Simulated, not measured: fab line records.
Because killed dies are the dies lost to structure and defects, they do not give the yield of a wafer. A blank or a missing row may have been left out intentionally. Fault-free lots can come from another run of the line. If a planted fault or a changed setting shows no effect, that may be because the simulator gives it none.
fab line records	flow n5Finfet
record lots=9	wafers=27	lastDay=21
route steps=1938 shown ZERO_LAYER@14 PMOS_HMC_CHANNEL_EPI@65 BEOL_M4@1111 PASSIVATION@1936
lots that met no fault: from a run of the same line without faults
startH: start of the lot's first displayed wafer, in hours after the record's first day	waitH: hours elapsed since this lot's preceding step	" identical to the entry in the row above	L1.1+2: a single row standing in for several wafers	- no value, or no start was given	* or withheld: withheld	< > ~ a bound
route shown NAME@n: a module of which the file shows steps, and the number in the route of the first	usual: the fault-free wafers' mean and standard deviation	same: alike in all rows	chamber/n: place in a boat	sites: readings site by site	_std_site: standard deviation across them	_edge_site: inner sites' mean taken away from outer sites' mean	radiusMm: for every site, how far away it sits from the centre of the wafer	mask NAME#n: copy n	behind: tool/chamber where the wafer was last shaped	hold: what put the lot on hold/how long, in hours/how the hold closed	device: whichever transistor did not switch (one of n, p or np)	end of line: the route-end tests of the same wafers	a step with no rows: only its recipe	killed: dies that structure and defects cost at the first sort, which is not the same as the wafer's yield	map: shows each die of a wafer: x if killed, . if not, _ if none is there
set.NAME: the setting that was run; set.NAME@STEP: the one run at that earlier step	model.NAME: the simulator's own value behind a step, which no gauge read
a sample of lots followed through the steps of the route, with each step as a table and each wafer as a row
services: from which hour (startH, from the record's first day; less than 0 if before it) a tool's chamber was out of use, for how many hours, and why
## steps
# step N5_ZERO_LAYER_DESCUM_16
# recipe chemistry=O2	timeS=7.9	sourcePowerW=50	biasPowerW=20	pressureMtorr=20	rfFrequencyHz=2.712e+07	tempC=40	o2FlowSccm=225
# usual drypumpMotorCurrentA=5.8/0.36	oesProductAu=0.79/0.093	rfVppV=243.1/1.4	showerheadPlenumPTorr=2.09/0.069	throttleValvePct=20.45/0.21
lot.wafer	tool	chamber	startH	waitH	drypumpMotorCurrentA	oesProductAu	rfHoursCounterH	rfVppV	showerheadPlenumPTorr	throttleValvePct
L534.1	rieDiel-06	2	30.83	0.0	5.5	0.85	62	242.2	2.13	20.30
L534.4	"	3	"	"	5.8	0.72	189	241.8	1.99	20.22
L534.6	"	1	"	"	6.3	0.69	-	242.3	2.07	20.78
L538.1	rieDiel-03	3	54.68	0.0	6.2	0.86	59	242.3	2.03	20.13
L538.2	"	0	"	"	6.0	0.97	2	242.2	2.07	20.55
L538.4	"	1	"	"	5.2	0.73	182	243.3	2.17	20.18
L540.2	rieDiel-06	2	66.83	0.0	5.5	0.84	73	241.3	2.12	20.30
L540.3	"	1	"	"	6.3	0.68	234	241.6	2.06	20.79
L540.4	"	3	"	"	5.8	0.71	199	241.7	1.99	20.22
L543.3	rieDiel-01	1	84.68	0.0	5.6	0.74	203	241.3	1.99	20.63
L543.5	"	1	"	"	5.6	0.74	-	241.4	1.99	20.65
L543.6	"	0	"	"	5.4	0.69	-	242.8	2.06	20.75
L544.2	rieDiel-01	2	90.80	0.0	5.7	0.85	43	244.1	2.13	20.58
L544.4	"	2	"	"	5.7	0.86	-	244.9	2.13	20.60
L544.6	"	0	"	"	5.4	0.69	-	240.9	2.06	20.73
L546.1	rieDiel-06	1	102.82	0.2	6.3	0.67	243	243.2	2.06	20.81
L546.2	"	2	"	"	5.5	0.83	82	241.9	2.12	20.31
L546.3	"	3	"	"	5.8	0.71	208	241.5	1.98	20.24
L552.4	rieDiel-01	3	138.96	0.2	6.1	0.94	-	243.7	2.14	20.26
L552.5	"	1	"	"	5.6	0.72	-	241.4	1.98	20.68
L552.6	"	2	"	"	5.6	0.83	-	243.1	2.13	20.60
L553.3	rieDiel-06	2	144.85	0.1	5.5	0.80	97	243.5	2.12	20.34
L553.4	"	3	"	"	5.8	0.70	223	241.5	1.98	20.25
L553.6	"	2	"	"	5.5	0.81	-	244.4	2.12	20.36
L554.3	rieDiel-06	1	150.93	0.1	6.3	1.00	2	241.1	2.06	20.41
L554.4	"	2	"	"	5.5	0.81	98	244.0	2.12	20.33
L554.5	"	3	"	"	5.8	0.70	-	241.3	1.98	20.27
# step N5_ZERO_LAYER_ETCH_18
# recipe chemistry=HBr/Cl2	target=Si	targetDepthA=1200	timeS=40	pressureMtorr=10	icpW=800	biasW=75	HBr_flow_sccm=150	Cl2_flow_sccm=80
# usual drypumpMotorCurrentA=5.8/0.46	oesProductAu=0.999/0.016	rfFwdPowerW=795.1/2.9	throttleValvePct=36.40/0.25
lot.wafer	tool	chamber	startH	waitH	drypumpMotorCurrentA	oesProductAu	rfFwdPowerW	rfHoursCounterH	throttleValvePct
L534.1	rieSi-01	1	30.93	0.0	5.1	0.995	796.4	139	36.41
L534.4	"	2	"	"	5.8	0.972	797.3	102	35.94
L534.6	"	2	"	"	5.8	0.973	794.3	-	35.93
L538.1	rieSi-01	1	54.79	0.0	5.1	0.999	791.4	139	36.39
L538.2	"	3	"	"	5.8	1.004	796.8	24	36.66
L538.4	"	2	"	"	5.9	0.970	794.9	102	35.95
L540.2	rieSi-01	0	66.94	0.0	4.9	1.016	795.8	111	36.77
L540.3	"	3	"	"	5.8	0.999	800.8	24	36.65
L540.4	"	2	"	"	5.9	0.974	796.7	102	35.95
L543.3	rieSi-01	3	84.79	0.0	5.8	0.999	992.2	25	36.66
L543.5	"	2	"	"	5.9	0.969	797.3	-	35.92
L543.6	"	1	"	"	5.1	0.991	792.7	-	36.41
L544.2	rieSi-05	3	90.91	0.0	5.8	0.980	789.0	111	36.24
L544.4	"	2	"	"	5.9	1.006	795.3	90	36.52
L544.6	"	2	"	"	5.9	1.011	800.4	-	36.54
L546.1	rieSi-01	2	102.93	0.0	5.9	0.978	797.4	103	35.94
L546.2	"	1	"	"	5.1	0.992	795.7	140	36.40
L546.3	"	3	"	"	5.8	0.999	994.8	25	36.67
L552.4	rieSi-03	3	139.05	0.0	6.1	1.003	800.0	4	36.29
L552.5	"	3	"	"	6.2	1.006	798.5	-	36.29
L552.6	"	2	"	"	5.7	1.001	794.5	-	36.42
L553.3	rieSi-03	2	144.95	0.0	5.7	0.999	791.3	114	36.44
L553.4	"	0	"	"	5.9	0.999	791.4	5	36.60
L553.6	"	2	"	"	5.7	1.007	795.3	-	36.44
L554.3	rieSi-05	0	151.04	0.0	6.0	0.995	796.8	17	36.11
L554.4	"	1	"	"	6.3	1.025	802.5	30	36.28
L554.5	"	2	"	"	5.9	1.007	795.1	-	36.54
# step N5_PMOS_HMC_CHANNEL_EPI_CD_MEAS_09
# recipe targetCdNm=237.4	landingEnergyEv=500	detector=seInlens
# usual cdNm=237.3/1
# same landingEnergyEv=500
lot.wafer	tool	chamber	startH	waitH	cdNm
L534.1	cdSem-02	0	35.59	-	237.5
L534.4	"	0	"	"	237.3
L534.6	"	0	"	"	237.9
L538.1	cdSem-02	0	59.41	-	237.2
L538.2	"	0	"	"	237.3
L538.4	"	0	"	"	237.5
L540.2	cdSem-03	0	71.80	-	234.8
L540.3	"	0	"	"	234.4
L540.4	"	0	"	"	235.1
L543.3	cdSem-03	0	89.76	-	238.6
L543.5	"	0	"	"	236.9
L543.6	"	0	"	"	238.5
L544.2	cdSem-02	0	95.35	-	237.9
L544.4	"	0	"	"	237.6
L544.6	"	0	"	"	237.1
L546.1	cdSem-03	0	107.53	-	236.3
L546.2	"	0	"	"	237.8
L546.3	"	0	"	"	237.5
L552.4	cdSem-03	0	143.04	-	235.2
L552.5	"	0	"	"	236.4
L552.6	"	0	"	"	237.1
L553.3	cdSem-01	0	149.91	-	237.7
L553.4	"	0	"	"	237.8
L553.6	"	0	"	"	236.5
L554.3	cdSem-02	0	155.60	-	238.6
L554.4	"	0	"	"	237.7
L554.5	"	0	"	"	238.4
# step N5_PMOS_HMC_CHANNEL_EPI_STRIP_33
# recipe chemistry=N2/H2	powerW=500	tempC=40	pressureMtorr=50	rfFrequencyHz=6e+07	overashFraction=0.3	biasPowerW=8	h2Frac=0.5	n2FlowSccm=300	h2FlowSccm=300
# usual drypumpMotorCurrentA=5.9/0.38	oesProductAu=0.80/0.092	rfVppV=54.5/1.6	showerheadPlenumPTorr=3.36/0.1	throttleValvePct=18.9/0.32
lot.wafer	tool	chamber	startH	waitH	drypumpMotorCurrentA	oesProductAu	rfHoursCounterH	rfVppV	showerheadPlenumPTorr	throttleValvePct
L534.1	rieDiel-06	3	36.04	0.0	5.8	0.72	189	52.8	3.21	18.7
L534.4	"	0	"	"	6.5	0.82	101	57.2	3.52	19.1
L534.6	"	1	"	"	6.3	0.68	-	53.5	3.32	19.3
L538.1	rieDiel-06	0	59.63	0.0	6.5	0.81	109	57.5	3.51	19.1
L538.2	"	2	"	"	5.5	0.85	70	55.8	3.41	18.4
L538.4	"	1	"	"	6.3	0.69	232	56.6	3.32	19.3
L540.2	rieDiel-03	1	72.02	0.0	5.2	0.74	188	52.3	3.47	18.8
L540.3	"	3	"	"	6.2	0.86	64	53.5	3.27	18.4
L540.4	"	0	"	"	6.0	0.96	8	53.0	3.30	18.8
L543.3	rieDiel-01	1	89.98	0.0	5.6	0.73	204	54.1	3.20	19.5
L543.5	"	1	"	"	5.6	0.74	-	50.9	3.20	19.5
L543.6	"	2	"	"	5.7	0.87	-	55.0	3.42	19.2
L544.2	rieDiel-03	3	95.72	0.0	6.2	0.84	69	55.0	3.26	18.4
L544.4	"	0	"	"	6.0	0.93	14	53.4	3.30	18.9
L544.6	"	3	"	"	6.2	0.83	-	54.3	3.26	18.4
L546.1	rieDiel-01	0	108.06	0.0	5.4	0.68	244	51.6	3.31	19.2
L546.2	"	1	"	"	5.7	0.73	212	54.0	3.20	19.6
L546.3	"	2	"	"	5.7	0.85	50	54.3	3.42	19.2
L552.4	rieDiel-06	2	143.29	0.0	5.6	0.80	96	53.4	3.39	18.5
L552.5	"	1	"	"	6.3	0.99	-	57.2	3.31	18.8
L552.6	"	0	"	"	6.5	0.78	-	55.1	3.50	19.2
L553.3	rieDiel-03	3	150.13	0.0	6.2	0.81	85	52.3	3.26	18.4
L553.4	"	1	"	"	5.2	0.71	212	54.5	3.46	18.9
L553.6	"	1	"	"	5.2	0.71	-	54.0	3.46	18.8
L554.3	rieDiel-03	2	155.82	0.0	5.9	0.86	45	55.5	3.42	18.9
L554.4	"	3	"	"	6.2	0.82	87	56.1	3.25	18.4
L554.5	"	2	"	"	5.9	0.84	-	53.3	3.42	19.0
# step N5_BEOL_M4_RC_MEAS_101
# usual DIBL_N=36.3/1.1	DIBL_P=36.3/1.4	IOFF_N=0.155/0.019	IOFF_P=0.211/0.027	ION_N=672/8.5	ION_P=462/5.8	SS_N=71.5/0.56	SS_P=73.3/0.52	VT_N=249.9/2.5	VT_P=-249.8/2.8
lot.wafer	tool	chamber	startH	waitH	DIBL_N[mV/V]	DIBL_P[mV/V]	IOFF_N[nA/um]	IOFF_P[nA/um]	ION_N[uA/um]	ION_P[uA/um]	SS_N[mV/dec]	SS_P[mV/dec]	VT_N[mV]	VT_P[mV]
L534.1	prober-01	0	219.84	0.0	35.0	36.1	0.126	0.198	669	459	70.9	72.1	255.9	-249.1
L534.4	"	0	"	"	35.6	37.4	0.148	0.235	679	473	71.3	73.1	248.9	-247.1
L534.6	"	0	"	"	36.1	37.8	0.149	0.227	668	458	71.5	72.3	251.6	-248.8
L538.1	prober-02	0	289.57	0.0	36.7	37.0	0.177	0.217	689	466	71.6	74.0	250.4	-248.3
L538.2	"	0	"	"	37.7	37.7	0.182	0.223	677	459	72.3	73.2	245.9	-247.1
L538.4	"	0	"	"	36.1	34.9	0.156	0.183	670	456	71.0	73.2	249.7	-251.6
L540.2	prober-02	0	311.20	0.2	35.9	36.0	0.138	0.162	662	451	71.5	73.4	250.9	-255.3
L540.3	"	0	"	"	35.7	35.8	0.138	0.165	671	455	71.1	72.9	253.8	-253.9
L540.4	"	0	"	"	35.2	35.6	0.128	0.158	668	456	70.8	72.3	255.3	-256.4
L543.3	prober-01	0	335.78	0.3	34.7	33.6	0.137	0.184	666	458	70.4	72.8	250.3	-251.3
L543.5	"	0	"	"	36.8	35.7	0.175	0.211	667	453	71.2	73.8	248.7	-250.6
L543.6	"	0	"	"	35.3	34.6	0.146	0.197	665	458	70.7	73.1	248.0	-250.7
L544.2	prober-01	0	346.64	0.2	36.8	37.0	0.144	0.238	663	460	72.3	73.7	251.8	-247.6
L544.4	"	0	"	"	34.9	35.0	0.116	0.204	650	455	71.6	72.6	257.1	-250.4
L544.6	"	0	"	"	37.2	37.4	0.153	0.250	665	460	72.1	73.7	251.9	-248.8
L554.3	prober-02	0	364.69	0.3	37.2	36.6	0.171	0.241	678	467	72.2	73.7	251.6	-246.2
L554.4	"	0	"	"	38.7	36.8	0.196	0.250	671	461	72.8	73.2	246.3	-246.9
L554.5	"	0	"	"	37.2	35.6	0.161	0.223	674	464	71.9	73.3	247.5	-249.5
L552.4	prober-01	0	368.66	0.5	34.9	37.6	0.168	0.241	668	470	70.4	73.3	247.3	-247.3
L552.5	"	0	"	"	34.3	36.8	0.150	0.235	673	472	71.7	73.1	249.5	-244.4
L552.6	"	0	"	"	34.9	36.6	0.157	0.232	665	465	71.8	72.6	251.7	-248.7
L546.1	prober-01	0	391.32	0.0	35.9	36.9	0.156	0.221	670	460	70.8	73.5	250.6	-248.0
L546.2	"	0	"	"	34.9	36.0	0.146	0.203	679	467	71.2	73.0	247.6	-249.4
L546.3	"	0	"	"	35.3	36.3	0.161	0.217	665	463	71.5	72.8	248.6	-246.2
L553.3	prober-01	0	401.12	0.3	35.6	35.2	0.158	0.210	682	464	72.1	73.3	248.2	-248.4
L553.4	"	0	"	"	36.3	34.7	0.159	0.200	666	459	72.0	73.4	249.2	-250.9
L553.6	"	0	"	"	36.0	35.2	0.158	0.205	675	458	71.3	73.0	249.8	-249.2
# step N5_PASSIVATION_PROBE_49
# usual defectLimitedYield=91.4/1.2	killed_at_M0_to_M3=34/10	killed_at_M4_up=14/5.1	killedAtContacts=12/6.4	killedAtFrontEnd=38/9.3	killedAtOther=4/3	killedDies=102/15	killedOpen=67/12	killedShort=33/6.9	sort_bin_5_function=5.0/0.86	sort_bin_6_memory=3.2/0.58	sort_bin_8_speed=0.00/0.0099	sortNPass=1078/15	sortYieldPct=91.4/1.2
# same grossDies=1180	killedAtBackSide=0	sort_bin_4_leakage[%]=0
lot.wafer	tool	chamber	startH	waitH	defectLimitedYield[%]	killed_at_M0_to_M3	killed_at_M4_up	killedAtContacts	killedAtFrontEnd	killedAtOther	killedDies	killedOpen	killedShort	sort_bin_5_function[%]	sort_bin_6_memory[%]	sort_bin_8_speed[%]	sortNPass	sortYieldPct[%]
L540.2	prober-02	-	422.24	0.4	92.9	39	13	6	20	6	84	58	25	4.2	3.0	0	1096	92.9
L540.3	prober-02	-	422.29	0.5	93.1	22	24	8	21	6	81	49	29	4.3	2.3	0	1099	93.1
L540.4	prober-02	-	422.34	0.5	92.7	28	16	11	28	3	86	55	28	4.9	2.4	0	1094	92.7
# killed by level:class
L540.2 BEOL_M2:geometricParticle:open=11 BEOL_M0_SAQP:geometricParticle:short=8 BEOL_M0_SAQP:geometricParticle:open=7 MOL_CONTACT_COAG:geometricParticle:open=5 BEOL_M1:geometricParticle:open=5 BEOL_M3:geometricParticle:open=4 BEOL_M4:geometricParticle:open=4 FIN_SAQP:geometricParticle:open=3
L540.3 MOL_CONTACT_COAG:geometricParticle:open=7 BEOL_M0_SAQP:geometricParticle:short=7 BEOL_M0_SAQP:geometricParticle:open=6 BEOL_M4:geometricParticle:open=6 BEOL_M5:geometricParticle:open=6 BEOL_M3:geometricParticle:open=5 FIN_SAQP:geometricParticle:open=4 DUMMY_GATE:geometricParticle:open=3
L540.4 MOL_CONTACT_COAG:geometricParticle:open=10 FIN_SAQP:geometricParticle:short=8 BEOL_M0_SAQP:geometricParticle:open=8 FIN_SAQP:geometricParticle:open=5 BEOL_M0_SAQP:geometricParticle:short=5 BEOL_M3:geometricParticle:open=5 BEOL_M4:geometricParticle:open=4 STI_FIN_REVEAL:geometricParticle:open=3
## services
tool	chamber	startH	hours	kind
rieDiel-01	2	8.88	3.9	repair
rieDiel-06	2	9.99	2.7	repair
rieDiel-06	3	11.85	5.5	repair
rieDiel-03	-	13.18	14.6	pm
rieDiel-06	-	25.45	0.3	repair
rieDiel-03	0	29.64	-	clean
rieDiel-03	0	29.64	-	consumableReplace:focusRing
rieDiel-03	0	29.64	14.0	scheduledDown
rieDiel-03	0	29.64	14.0	ventCycle
rieDiel-01	1	48.99	5.8	repair
rieSi-05	1	74.49	10.9	repair
rieDiel-01	3	77.62	-	clean
rieDiel-03	-	82.64	0.7	repair
rieSi-05	0	92.54	11.7	repair
rieSi-05	2	97.20	1.3	repair
rieDiel-03	3	106.94	1.8	repair
rieDiel-06	1	123.02	-	clean
rieDiel-06	1	123.02	-	consumableReplace:focusRing
rieDiel-06	1	123.02	17.3	scheduledDown
rieDiel-06	1	123.02	17.3	ventCycle
rieSi-01	0	124.05	7.7	repair
rieDiel-03	0	125.34	6.0	repair
rieSi-01	1	150.52	1.5	repair
rieDiel-01	2	154.65	6.9	repair
## key
firstSign step=N5_ZERO_LAYER_ETCH_18	reading=rfFwdPowerW	direction=up	sigmas=68	usual=*	struck=*
effect none on later readings
metAt N5_ZERO_LAYER_ETCH_18
struckLots L543,L546
struckWafers L543.3,L546.3
notActingAt N5_ZERO_LAYER_DESCUM_16,N5_PMOS_HMC_CHANNEL_EPI_CD_MEAS_09,N5_PMOS_HMC_CHANNEL_EPI_STRIP_33
onsetBetween 66.94 84.79
fault kind=processParameterDrift	tool=rieSi-01	chamber=3	onsetH=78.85	steps=N5_ZERO_LAYER_ETCH_18	channel=icpW	offset=192	shape=step	endH=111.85	actsIn=theseRecipesOnly	stated=800
